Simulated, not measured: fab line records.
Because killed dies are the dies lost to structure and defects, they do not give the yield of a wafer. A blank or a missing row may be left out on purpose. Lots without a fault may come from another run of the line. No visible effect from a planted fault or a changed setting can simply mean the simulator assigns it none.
One fault through the eyes of 2 desks	flow nand-harc	what lay behind the numbers comes last; until then each desk has only its own

## AT THE METROLOGY DESK
What the gauges read, lot by lot, whatever tool the lot ran on: means of the sampled wafers that have a number. Marked OUT: a lot whose mean sits more than 4 standard deviations from the usual mean, which makes it out of limits; the brackets give that distance.
Columns: A = thk-nm at NHARC_THIN_TSV_THK_MEAS_02, usual 2968 nm
lot	first seen here	A
L517	day 23 15:34	2959
L518	day 24 03:54	2885
L520	day 25 01:56	3066
L523	day 25 11:18	2651
L521	day 25 16:55	3079
L526	day 27 22:01	3303
L528	day 28 20:10	2721
L530	day 28 21:20	2792
L531	day 29 20:53	2943
L534	day 31 01:50	3234
L537	day 32 01:30	2947
L536	day 32 02:43	2817
L539	day 32 10:42	2741
This desk's finding: nothing out of limits on any of the 13 lots.

## DESK OF THE TOOL OWNER: rie-metal-02
The tool's own readings at NHARC_A_WL_FILL_ETCHBACK_04 (etches the open film in NF3, target depth 60 nm, time 120 s): means of the sampled wafers that have a number, for each lot that ran on this tool. Marked OUT: a lot whose mean sits more than 4 standard deviations from the usual mean, which makes it out of limits; the brackets give that distance.
Columns: A = drypump-motor-current-A at NHARC_A_WL_FILL_ETCHBACK_04, usual 5.7 A; B = oes-product-au at NHARC_A_WL_FILL_ETCHBACK_04, usual 1.000 a.u.
lot	first seen here	A	B
L520	day 21 13:43	5.6	1.003
L521	day 22 10:11	5.6	1.006
L526	day 24 17:10	5.6	0.999
L530	day 25 05:40	5.6	1.002
L537	day 28 15:11	5.6	0.994
This desk's finding: nothing out of limits on any of the 5 lots.

## TAKEN TOGETHER
Nothing out of limits was seen by the metrology desk.
The tool owner's desk saw nothing out of limits.

## WHAT THE SIMULATOR PUT IN
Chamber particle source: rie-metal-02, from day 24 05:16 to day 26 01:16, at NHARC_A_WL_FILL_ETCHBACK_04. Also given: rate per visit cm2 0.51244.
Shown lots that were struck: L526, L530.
